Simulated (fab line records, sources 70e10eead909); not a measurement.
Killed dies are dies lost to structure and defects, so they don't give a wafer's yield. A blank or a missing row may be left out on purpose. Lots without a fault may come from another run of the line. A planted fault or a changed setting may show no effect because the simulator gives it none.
A struck lot beside a sound one | flow nand_harc | 14 steps out of a route of 1159
Sound: wafers L339.2, L339.4, L339.5. Struck: wafers L350.2, L350.3, L350.6. The cause comes at the end.
At each step with rows: each side's tool, then ch and its chambers, then its first start. Under that, the readings that differ: sound wafers | struck wafers | difference of the means | sigmas: that difference in standard deviations of wafers without a fault.
alike: readings whose means differ by less than 2 such deviations, and words and numbers that are the same on both sides. not compared: withheld readings, readings that some wafer has no value for, bounds like >300 that may hide the same value, and numbers for which the record gives no deviation and whose values overlap.
The two part at a step that has a row with sigmas, a row that says differs or no value, or rows on one side only. Numbers that don't overlap but have no deviation are shown without sigmas and don't part them. A reading that every wafer of one side lacks parts them only if that side has two wafers or more.

first, 2 steps without rows for these wafers: NHARC_A_SOURCE_PLATE_SRD_01; NHARC_A_SOURCE_PLATE_OXIDE_02 (material SiO2, target thk 10 nm, ox time 1362 s).
NHARC_A_SOURCE_PLATE_THK_MEAS_09: measures by ellipsometry.
  sound on film_metro-01, day 7 13:52; struck on film_metro-02, day 10 03:40
  alike: thk_nm
then, 3 steps without rows for these wafers: NHARC_A_SOURCE_PLATE_PVD_04 (deposits WSi2, target thk 50 nm); NHARC_A_SOURCE_PLATE_CVD_03 (deposits poly-Si, target thk 200 nm, time 4000 s); NHARC_A_SOURCE_PLATE_ANNEAL_05 (time 1800 s).
NHARC_A_SOURCE_PLATE_THK_MEAS_06: measures by ellipsometry.
  sound on film_metro-02, day 8 03:18; struck on film_metro-02, day 10 16:49
  alike: thk_nm
NHARC_A_SOURCE_PLATE_INSPECT_08:
  sound on defect_inspect-02, day 8 03:23; struck on defect_inspect-01, day 10 16:55
  alike: raw_defect_count
then, 1 step without rows for these wafers: NHARC_A_ONON_D1_DEP_00 (target thk 1000 nm).
NHARC_A_ONON_D1_THK_MEAS_02: measures by ellipsometry.
  sound on film_metro-01, day 8 03:58; struck on film_metro-02, day 10 17:37
  alike: thk_nm
NHARC_A_ONON_D1_DEP_03: target thk 1000 nm.
  sound on pecvd_onon-02 ch 0, day 8 04:05; struck on pecvd_onon-02 ch 0, day 10 17:51
NHARC_A_ONON_D1_THK_MEAS_05: measures by ellipsometry.
  sound on film_metro-02, day 8 04:32; struck on film_metro-02, day 10 18:18
  reading     | sound          | struck      | difference | sigmas
  thk_nm (nm) | 1006 1005 1006 | 402 404 401 | -603       | -76
then, 1 step without rows for these wafers: NHARC_A_ONON_D1_DEP_06 (target thk 1000 nm).
-- the record jumps here: 12 days lie between the struck wafers' starts before and after (it left off in module A_ONON_D1 and takes up again in module END, whose first step shown is number 1159 of the route) --
NHARC_END_SORT_01:
  the record has rows for the struck wafers here (prober-01 ch 0, day 22 08:54) and none for the sound ones

WHERE THEY PART
First at NHARC_A_ONON_D1_THK_MEAS_05; last, within this record, at NHARC_END_SORT_01.

WHY: what the simulator had put in
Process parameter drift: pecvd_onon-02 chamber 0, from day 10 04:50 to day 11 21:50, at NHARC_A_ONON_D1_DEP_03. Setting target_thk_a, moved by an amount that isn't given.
